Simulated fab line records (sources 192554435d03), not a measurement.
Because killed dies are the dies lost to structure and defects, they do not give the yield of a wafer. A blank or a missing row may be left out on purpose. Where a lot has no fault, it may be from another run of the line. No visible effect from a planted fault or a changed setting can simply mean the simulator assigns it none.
Split-lot study + flow n5 finfet + 21 wafers read from 7 lots, route of 1938 steps

THE SPLIT ITSELF
At N5_FIN_SAQP_EXPOSE_13 (exposes mask FIN CORE, target cd 35.6 nm), the setting dose mj was moved away from the recipe's 63.25 on 8 of the 21 wafers read, by -7.4% to +3.9%. All remaining wafers had this setting at the recipe value.

FROM THE SPLIT TO THE READING: what the file shows between them, 2 steps
- N5_FIN_SAQP_PEB_14: peb time 60 s
- N5_FIN_SAQP_DEVELOP_15: develop time 30 s

THE READING
cd nm, in nm, at N5_FIN_SAQP_CD_MEAS_16 (target cd 35.6 nm). Fault-free wafers of this fab line usually give 35.6 nm, standard deviation 0.34 nm.

| wafer  | tool, chamber at the split | dose mj as run | against the recipe | cd nm, nm | against lot-mates on the recipe |
|--------|----------------------------|----------------|--------------------|-----------|---------------------------------|
| L076.1 | arfi scanner-01, 0         | 63.25          | recipe             | 36.1      | -                               |
| L076.4 | arfi scanner-01, 0         | 63.25          | recipe             | 36.2      | -                               |
| L076.5 | arfi scanner-01, 0         | 63.25          | recipe             | 35.7      | -                               |
| L077.1 | arfi scanner-01, 0         | 63.25          | recipe             | 35.2      | -                               |
| L077.2 | arfi scanner-01, 0         | 65.72          | +3.9%              | 34.5      | -0.8                            |
| L077.4 | arfi scanner-01, 0         | 63.25          | recipe             | 35.3      | -                               |
| L079.3 | arfi scanner-02, 0         | 63.25          | recipe             | 35.4      | -                               |
| L079.4 | arfi scanner-02, 0         | 58.98          | -6.8%              | 36.9      | +1.5                            |
| L079.5 | arfi scanner-02, 0         | 58.98          | -6.8%              | 37.3      | +1.9                            |
| L089.2 | arfi scanner-02, 0         | 58.58          | -7.4%              | 37.5      | +2.0                            |
| L089.3 | arfi scanner-02, 0         | 58.58          | -7.4%              | 37.5      | +2.0                            |
| L089.6 | arfi scanner-02, 0         | 63.25          | recipe             | 35.5      | -                               |
| L090.1 | arfi scanner-01, 0         | 59.56          | -5.8%              | 37.0      | +1.5                            |
| L090.4 | arfi scanner-01, 0         | 63.25          | recipe             | 35.5      | -                               |
| L090.5 | arfi scanner-01, 0         | 59.56          | -5.8%              | 36.3      | +0.8                            |
| L091.3 | arfi scanner-03, 0         | 63.25          | recipe             | 35.5      | -                               |
| L091.5 | arfi scanner-03, 0         | 63.25          | recipe             | 35.4      | -                               |
| L091.6 | arfi scanner-03, 0         | 63.25          | recipe             | 35.9      | -                               |
| L093.1 | arfi scanner-01, 0         | 63.25          | recipe             | 35.7      | -                               |
| L093.2 | arfi scanner-01, 0         | 64.96          | +2.7%              | 35.3      | -0.4                            |
| L093.3 | arfi scanner-01, 0         | 63.25          | recipe             | 35.7      | -                               |

THE FIT
A straight line over all 21 wafers: cd nm changes by -0.224 nm for each +1% of dose mj; r = -0.93; the points scatter about the line by 0.31 nm.
The same after taking each lot's own level away (the mean of its wafers on the recipe; 21 wafers): -0.237 nm for each +1%; r = -0.97; scatter 0.22 nm.
That fit puts the effect of the largest move of dose mj on the reading at 1.7 nm.
The lots' own levels span 35.25 to 36.00 nm, that is 2.2 times the standard deviation above.
The two slopes agree, so the slope changes little with the lot-to-lot level.
Check: +1.73 nm against its lot-mates is what the line predicts for one of the wafers moved furthest among these (-7.4%) when that wafer is left out of the fit. It came out at +2 nm against them.

OTHER SPLITS ON THESE WAFERS
Note: prior to the reading, these wafers also went through further splits. Each is held against what the fit with the lots' levels taken away leaves over:
| other split on the same wafers                    | wafers away from the commonest value | r with cd nm (lot level and that fit taken away) |
|---------------------------------------------------|--------------------------------------|--------------------------------------------------|
| N5_ZERO_LAYER_PECVD_02 time s                     | 9                                    | -0.30                                            |
| N5_ZERO_LAYER_COAT_05 spin rpm                    | 5                                    | +0.17                                            |
| N5_PMOS_HMC_CHANNEL_EPI_EXPOSE_06 dose mj         | 7                                    | +0.09                                            |
| N5_PMOS_HMC_CHANNEL_EPI_DEVELOP_08 develop time s | 9                                    | +0.33                                            |

FILE'S OWN FIT
cd nm changes by -0.239 nm for each +1% of dose mj, r = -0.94.
